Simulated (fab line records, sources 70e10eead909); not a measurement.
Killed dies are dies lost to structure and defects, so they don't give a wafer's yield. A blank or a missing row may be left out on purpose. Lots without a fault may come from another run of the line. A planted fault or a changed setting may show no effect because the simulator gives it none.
Which tool did it? | flow nand_harc | 13 lots, 39 wafers sampled, at 1 step of a route of 1302

WHAT THE GAUGES READ, wafer by wafer
NHARC_THIN_TSV_CD_MEAS_12: target cd 1000 nm. Usual: cd_nm 999.1 nm, standard deviation 1.9.
lot  | measured     | on        | cd_nm (nm)           | flag
L113 | day 25 13:29 | cd_sem-01 | 1000.3 1000.5 998.9  |
L111 | day 25 18:05 | cd_sem-03 | 999.8 1002.7 1000.7  |
L112 | day 25 19:08 | cd_sem-02 | 1000.0 999.0 998.0   |
L117 | day 27 10:06 | cd_sem-03 | 998.2 996.3 996.7    |
L123 | day 30 00:11 | cd_sem-02 | 997.7 998.7 1001.4   |
L126 | day 31 02:41 | cd_sem-01 | 1002.6 1001.9 998.3  |
L129 | day 31 15:14 | cd_sem-02 | 995.9 995.2 998.8    |
L127 | day 31 16:31 | cd_sem-01 | 1001.3 999.8 1002.6  |
L128 | day 32 02:41 | cd_sem-02 | 997.6 995.8 997.0    |
L130 | day 32 03:53 | cd_sem-02 | 1000.2 998.0 996.4   |
L131 | day 32 16:20 | cd_sem-01 | 995.6 996.9 996.4    |
L133 | day 33 14:11 | cd_sem-01 | 1003.0 1003.1 1001.4 |
L132 | day 33 15:24 | cd_sem-01 | 1001.2 1003.0 1002.5 |

WHICH TOOL RAN EACH LOT (tool, then ch and the chambers of the sampled wafers, then the start)
The record holds no process step before these readings.

WHAT THE TOOLS THEMSELVES READ (means of the sampled wafers that have a number; where no wafer has one, the mark that the record gives instead)
The record holds no such reading with a usual standard deviation.

THE ANSWER, worked out from the rows above alone
Rule: a lot is off if the mean of its wafers that have a number lies more than 3 standard deviations from the usual mean. A lot without any number at a reading at which 4 lots or more have one is off too. The other lots that the step has rows for count as sound. The gauges are gone through in route order, then the tools' own readings, and for those a lot's mean is taken as printed above. The first step at which some lot is off is used, and at that step the reading that is off furthest; a lot without a number counts as furthest.
No lot is off at any reading shown: from this, nothing can be told.

WHAT THE SIMULATOR HAD PUT IN
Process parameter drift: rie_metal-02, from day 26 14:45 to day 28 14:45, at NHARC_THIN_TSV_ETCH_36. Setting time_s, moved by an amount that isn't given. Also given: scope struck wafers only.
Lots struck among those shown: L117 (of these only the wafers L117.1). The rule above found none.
